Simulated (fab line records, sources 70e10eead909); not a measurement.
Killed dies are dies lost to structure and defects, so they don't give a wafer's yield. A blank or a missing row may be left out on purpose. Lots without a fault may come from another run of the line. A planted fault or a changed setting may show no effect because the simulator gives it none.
Which tool did it? | flow nand_harc | 24 lots, 72 wafers sampled, at 3 steps of a route of 1302

WHAT THE GAUGES READ, wafer by wafer
NHARC_A_SLIT_CD_MEAS_09: target cd 300 nm. Usual: cd_nm 300.3 nm, standard deviation 0.55.
lot  | measured     | on        | cd_nm (nm)        | flag
L074 | day 20 02:41 | cd_sem-01 | 301.0 299.6 299.1 |
L075 | day 20 09:58 | cd_sem-03 | 301.4 300.5 300.9 |
L076 | day 20 16:52 | cd_sem-01 | 300.9 301.5 300.3 |
L078 | day 21 05:10 | cd_sem-01 | 300.9 301.1 299.9 |
L077 | day 21 05:19 | cd_sem-03 | 300.3 299.9 299.7 |
L079 | day 22 04:38 | cd_sem-02 | 300.8 300.8 301.1 |
L080 | day 22 04:28 | cd_sem-03 | 299.9 300.1 300.3 |
L081 | day 22 12:27 | cd_sem-03 | 299.8 300.8 300.4 |
L083 | day 23 07:02 | cd_sem-03 | 300.5 300.1 299.6 |
L082 | day 23 05:43 | cd_sem-03 | 300.7 299.5 300.2 |
L084 | day 24 00:11 | cd_sem-01 | 301.0 301.0 300.2 |
L085 | day 23 23:59 | cd_sem-02 | 299.6 300.1 300.3 |
L086 | day 24 15:24 | cd_sem-03 | 299.9 300.1 300.7 |
L087 | day 24 14:11 | cd_sem-02 | 300.2 300.7 300.8 |
L089 | day 25 12:41 | cd_sem-03 | 300.4 301.0 300.1 |
L088 | day 25 13:07 | cd_sem-02 | 300.6 299.9 300.7 |
L091 | day 26 12:13 | cd_sem-02 | 300.1 299.5 300.4 |
L090 | day 26 12:04 | cd_sem-02 | 300.5 299.7 299.9 |
L092 | day 27 12:38 | cd_sem-03 | 300.3 300.1 300.3 |
L093 | day 27 12:47 | cd_sem-02 | 300.7 300.9 300.9 |
L094 | day 28 11:47 | cd_sem-02 | 299.9 300.3 299.9 |
L095 | day 28 11:49 | cd_sem-03 | 300.9 300.0 299.3 |
L096 | day 28 23:53 | cd_sem-02 | 300.9 300.0 300.9 |
L097 | day 29 00:44 | cd_sem-01 | 299.3 300.6 299.3 |

WHICH TOOL RAN EACH LOT (tool, then ch and the chambers of the sampled wafers, then the start)
lot  | NHARC_A_STAIRCASE_DESCUM_312       | NHARC_A_STAIRCASE_STRIP_316
L074 | rie_diel-10 ch 0,1, day 17 06:38   | rie_diel-10 ch 0,2, day 20 02:41 or earlier
L075 | rie_diel-10 ch 0,1, day 17 13:16   | rie_diel-10 ch 0,1, day 20 09:58 or earlier
L076 | rie_diel-10 ch 1,2, day 18 01:50   | rie_diel-10 ch 2,3, day 20 16:52 or earlier
L078 | rie_diel-02 ch 0,3, day 18 10:04   | rie_diel-02 ch 0,3, day 21 05:10 or earlier
L077 | rie_diel-10 ch 0,2, day 18 13:05   | rie_diel-10 ch 0,2, day 21 05:19 or earlier
L079 | rie_diel-01 ch 0,1,2, day 19 10:50 | rie_diel-01 ch 1,2,3, day 22 04:38 or earlier
L080 | rie_diel-02 ch 0,1,2, day 19 15:55 | rie_diel-02 ch 0,2,3, day 22 04:28 or earlier
L081 | rie_diel-01 ch 0,1,3, day 19 23:28 | rie_diel-01 ch 0,2,3, day 22 12:27 or earlier
L083 | rie_diel-10 ch 0,3, day 20 11:56   | rie_diel-10 ch 0,3, day 23 07:02 or earlier
L082 | rie_diel-01 ch 0,2,3, day 20 16:04 | rie_diel-01 ch 0,3, day 23 05:43 or earlier
L084 | rie_diel-01 ch 0,1, day 21 07:10   | rie_diel-01 ch 2,3, day 24 00:11 or earlier
L085 | rie_diel-01 ch 0,2,3, day 21 14:30 | rie_diel-01 ch 2,3, day 23 23:59 or earlier
L086 | rie_diel-01 ch 1,2,3, day 22 00:47 | rie_diel-01 ch 1,2,3, day 24 15:24 or earlier
L087 | rie_diel-10 ch 0,1,2, day 22 02:50 | rie_diel-10 ch 0,2,3, day 24 14:11 or earlier
L089 | rie_diel-02 ch 0,1, day 22 23:10   | rie_diel-02 ch 2,3, day 25 12:41 or earlier
L088 | rie_diel-02 ch 0,1,2, day 23 03:56 | rie_diel-02 ch 0,1, day 25 13:07 or earlier
L091 | rie_diel-02 ch 0,2,3, day 23 20:47 | rie_diel-02 ch 1,2, day 26 12:13 or earlier
L090 | rie_diel-01 ch 0,2,3, day 24 02:47 | rie_diel-01 ch 2,3, day 26 12:04 or earlier
L092 | rie_diel-10 ch 0,1,3, day 25 00:11 | rie_diel-10 ch 0,2,3, day 27 12:38 or earlier
L093 | rie_diel-01 ch 1,3, day 25 01:20   | rie_diel-01 ch 1,2,3, day 27 12:47 or earlier
L094 | rie_diel-01 ch 2,3, day 25 21:22   | rie_diel-01 ch 1,2,3, day 28 11:47 or earlier
L095 | rie_diel-02 ch 0,2,3, day 25 23:16 | rie_diel-02 ch 0,2,3, day 28 11:49 or earlier
L096 | rie_diel-02 ch 1,2,3, day 26 06:42 | rie_diel-02 ch 0,1,3, day 28 23:53 or earlier
L097 | rie_diel-01 ch 0,1,3, day 26 06:58 | rie_diel-01 ch 0,1,2, day 29 00:44 or earlier
- NHARC_A_STAIRCASE_DESCUM_312: chemistry O2, time 3 s.
- NHARC_A_STAIRCASE_STRIP_316: strips in O2.

WHAT THE TOOLS THEMSELVES READ (means of the sampled wafers that have a number; where no wafer has one, the mark that the record gives instead)
NHARC_A_STAIRCASE_DESCUM_312. Usual: drypump_motor_current_A 5.7 A, standard deviation 0.41; mfc_ar_sccm 0.007 sccm, standard deviation 0.012; o2_flow_sccm 200.1 sccm, standard deviation 0.63; oes_product_au 1.006 a.u., standard deviation 0.013; rf_vpp_V 57.8 V, standard deviation 0.86; showerhead_plenum_p_Torr 1.94 Torr, standard deviation 0.094; throttle_valve_pct 11.311 %, standard deviation 0.0077.
lot  | tool        | drypump_motor_current_A (A) | mfc_ar_sccm (sccm) | o2_flow_sccm (sccm) | oes_product_au (a.u.) | rf_vpp_V (V) | showerhead_plenum_p_Torr (Torr) | throttle_valve_pct (%) | flag
L074 | rie_diel-10 | 5.6                         | 0.000              | 200.0               | 1.021                 | 57.2         | 1.97                            | 11.314                 |
L075 | rie_diel-10 | 5.7                         | 0.000              | 200.1               | 1.019                 | 58.3         | 1.97                            | 11.317                 |
L076 | rie_diel-10 | 5.6                         | 0.000              | 200.9               | 1.029                 | 58.3         | 1.87                            | 11.308                 |
L078 | rie_diel-02 | 5.9                         | 0.007              | 200.0               | 1.004                 | 57.1         | 1.93                            | 11.311                 |
L077 | rie_diel-10 | 5.4                         | 0.000              | 200.2               | 1.003                 | 58.2         | 1.96                            | 11.309                 |
L079 | rie_diel-01 | 5.6                         | 0.009              | 200.8               | 0.996                 | 57.2         | 1.95                            | 11.308                 |
L080 | rie_diel-02 | 6.1                         | 0.011              | 200.2               | 1.012                 | 58.4         | 1.86                            | 11.307                 |
L081 | rie_diel-01 | 5.5                         | 0.001              | 200.2               | 1.013                 | 58.2         | 1.94                            | 11.311                 |
L083 | rie_diel-10 | 5.8                         | 0.000              | 199.7               | 0.993                 | 57.8         | 2.00                            | 11.305                 |
L082 | rie_diel-01 | 5.4                         | 0.010              | 199.9               | 1.004                 | 58.6         | 2.00                            | 11.308                 |
L084 | rie_diel-01 | 5.6                         | 0.000              | 199.7               | 1.011                 | 58.1         | 1.88                            | 11.310                 |
L085 | rie_diel-01 | 5.4                         | 0.010              | 200.3               | 1.013                 | 58.3         | 1.99                            | 11.306                 |
L086 | rie_diel-01 | 5.9                         | 0.010              | 200.4               | 1.001                 | 58.6         | 1.98                            | 11.316                 |
L087 | rie_diel-10 | 5.5                         | 0.000              | 199.7               | 1.018                 | 57.5         | 2.01                            | 11.310                 |
L089 | rie_diel-02 | 6.2                         | 0.011              | 200.6               | 1.013                 | 58.2         | 1.87                            | 11.313                 |
L088 | rie_diel-02 | 6.1                         | 0.011              | 199.5               | 1.022                 | 57.6         | 1.85                            | 11.316                 |
L091 | rie_diel-02 | 5.9                         | 0.007              | 200.7               | 1.001                 | 57.2         | 1.89                            | 11.311                 |
L090 | rie_diel-01 | 5.4                         | 0.010              | 199.5               | 0.998                 | 57.7         | 1.99                            | 11.306                 |
L092 | rie_diel-10 | 5.7                         | 0.000              | 199.9               | 1.004                 | 58.2         | 1.97                            | 11.308                 |
L093 | rie_diel-01 | 6.0                         | 0.001              | 199.6               | 1.011                 | 57.5         | 1.92                            | 11.314                 |
L094 | rie_diel-01 | 5.7                         | 0.019              | 200.0               | 0.995                 | 58.6         | 2.03                            | 11.315                 |
L095 | rie_diel-02 | 5.9                         | 0.007              | 200.0               | 1.005                 | 57.3         | 1.89                            | 11.320                 |
L096 | rie_diel-02 | 5.9                         | 0.019              | 199.7               | 0.998                 | 58.1         | 1.91                            | 11.320                 |
L097 | rie_diel-01 | 5.5                         | 0.001              | 199.5               | 1.007                 | 57.7         | 1.93                            | 11.309                 |

NHARC_A_STAIRCASE_STRIP_316. Usual: drypump_motor_current_A 5.7 A, standard deviation 0.4; mfc_ar_sccm 0.008 sccm, standard deviation 0.012; o2_flow_sccm 499.9 sccm, standard deviation 1.3; oes_product_au 1.006 a.u., standard deviation 0.011; rf_vpp_V 58.0 V, standard deviation 0.86; showerhead_plenum_p_Torr 3.59 Torr, standard deviation 0.16; throttle_valve_pct 17.037 %, standard deviation 0.0084.
lot  | tool        | drypump_motor_current_A (A) | mfc_ar_sccm (sccm) | o2_flow_sccm (sccm) | oes_product_au (a.u.) | rf_vpp_V (V) | showerhead_plenum_p_Torr (Torr) | throttle_valve_pct (%) | flag
L074 | rie_diel-10 | 5.5                         | 0.000              | 499.5               | 1.010                 | 58.5         | 3.62                            | 17.027                 |
L075 | rie_diel-10 | 5.7                         | 0.000              | 500.2               | 1.020                 | 58.7         | 3.62                            | 17.040                 |
L076 | rie_diel-10 | 5.8                         | 0.000              | 500.1               | 1.000                 | 57.9         | 3.52                            | 17.031                 |
L078 | rie_diel-02 | 5.9                         | 0.007              | 500.9               | 1.007                 | 57.4         | 3.54                            | 17.032                 |
L077 | rie_diel-10 | 5.4                         | 0.000              | 500.5               | 1.009                 | 58.2         | 3.45                            | 17.034                 |
L079 | rie_diel-01 | 5.9                         | 0.010              | 500.2               | 1.004                 | 58.4         | 3.66                            | 17.049                 |
L080 | rie_diel-02 | 5.9                         | 0.007              | 498.9               | 1.003                 | 57.6         | 3.51                            | 17.038                 |
L081 | rie_diel-01 | 5.4                         | 0.010              | 499.8               | 1.006                 | 58.0         | 3.67                            | 17.036                 |
L083 | rie_diel-10 | 5.8                         | 0.000              | 500.1               | 1.001                 | 58.5         | 3.68                            | 17.035                 |
L082 | rie_diel-01 | 5.3                         | 0.001              | 500.1               | 1.010                 | 58.3         | 3.67                            | 17.044                 |
L084 | rie_diel-01 | 5.8                         | 0.010              | 500.1               | 0.994                 | 58.4         | 3.74                            | 17.039                 |
L085 | rie_diel-01 | 5.8                         | 0.010              | 499.7               | 0.996                 | 58.4         | 3.74                            | 17.035                 |
L086 | rie_diel-01 | 5.9                         | 0.010              | 499.8               | 1.000                 | 58.5         | 3.65                            | 17.038                 |
L087 | rie_diel-10 | 5.6                         | 0.000              | 499.5               | 1.003                 | 58.3         | 3.73                            | 17.045                 |
L089 | rie_diel-02 | 5.7                         | 0.015              | 498.0               | 0.996                 | 58.6         | 3.61                            | 17.036                 |
L088 | rie_diel-02 | 6.2                         | 0.011              | 500.6               | 1.012                 | 58.4         | 3.45                            | 17.047                 |
L091 | rie_diel-02 | 6.2                         | 0.011              | 499.1               | 1.019                 | 58.2         | 3.38                            | 17.040                 |
L090 | rie_diel-01 | 5.8                         | 0.019              | 500.2               | 0.995                 | 59.2         | 3.73                            | 17.037                 |
L092 | rie_diel-10 | 5.6                         | 0.000              | 499.9               | 1.010                 | 57.9         | 3.71                            | 17.029                 |
L093 | rie_diel-01 | 5.9                         | 0.010              | 500.6               | 1.004                 | 57.8         | 3.63                            | 17.039                 |
L094 | rie_diel-01 | 5.9                         | 0.010              | 501.3               | 1.007                 | 58.4         | 3.63                            | 17.036                 |
L095 | rie_diel-02 | 6.0                         | 0.007              | 498.9               | 1.014                 | 57.5         | 3.49                            | 17.036                 |
L096 | rie_diel-02 | 5.9                         | 0.019              | 499.3               | 1.005                 | 58.4         | 3.55                            | 17.040                 |
L097 | rie_diel-01 | 5.6                         | 0.009              | 499.4               | 1.012                 | 57.3         | 3.56                            | 17.036                 |

THE ANSWER, worked out from the rows above alone
Rule: a lot is off if the mean of its wafers that have a number lies more than 3 standard deviations from the usual mean. A lot without any number at a reading at which 4 lots or more have one is off too. The other lots that the step has rows for count as sound. The gauges are gone through in route order, then the tools' own readings, and for those a lot's mean is taken as printed above. The first step at which some lot is off is used, and at that step the reading that is off furthest; a lot without a number counts as furthest.
No lot is off at any reading shown: from this, nothing can be told.

WHAT THE SIMULATOR HAD PUT IN
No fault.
